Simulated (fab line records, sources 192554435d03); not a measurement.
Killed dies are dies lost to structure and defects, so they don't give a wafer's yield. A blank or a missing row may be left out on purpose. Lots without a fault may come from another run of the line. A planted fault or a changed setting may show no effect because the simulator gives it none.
Chamber matching | flow n5_finfet | N5_HKMG_FIN_NWFM_ALD_20 on ald_metal-03: 4 sister chambers
The step deposits TiAlC, target thk 2 nm, pulse time 3 s, purge time 2 s. 4 wafers are shown with their chamber, then 7 later ones without.

WAFERS WITH THEIR CHAMBER
wafer  | chamber | heater_power_w (W)
L425.1 | 1       | 462
L427.1 | 2       | 507
L429.2 | 0       | 518
L429.3 | 3       | 454

WAFERS WITHOUT THEIR CHAMBER
wafer  | heater_power_w (W)
L429.4 | 510
L431.1 | 434
L431.4 | 527
L431.5 | 535
L432.2 | 547
L432.3 | 435
L432.6 | 436

WHICH CHAMBER EACH WENT THROUGH
wafer  | from the rows above     | in truth
L429.4 | can't be placed: 2 or 0 | 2
L431.1 | can't be placed: 3 or 1 | 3
L431.4 | can't be placed: 0 or 2 | 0
L431.5 | can't be placed: 0 or 2 | 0
L432.2 | can't be placed: 0 or 2 | 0
L432.3 | can't be placed: 3 or 1 | 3
L432.6 | can't be placed: 3 or 1 | 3
Placed correctly: 0 of 7. Can't be placed from these rows: 7 (the true chamber is among the candidates in 7). Placed wrongly: 0.
How it was worked out, from the rows above alone: a wafer's distance from a chamber is the root of the sum, over the readings, of the square of ((its reading less the chamber's mean) divided by the reading's scatter). The wafer belongs to the nearest chamber; if the next one is less than 2 further off, it can't be placed. A chamber's mean is the mean of its shown wafers. The scatter: with one shown wafer a chamber, the root of the mean of the squares of how far each hidden wafer lies from its nearest shown one.
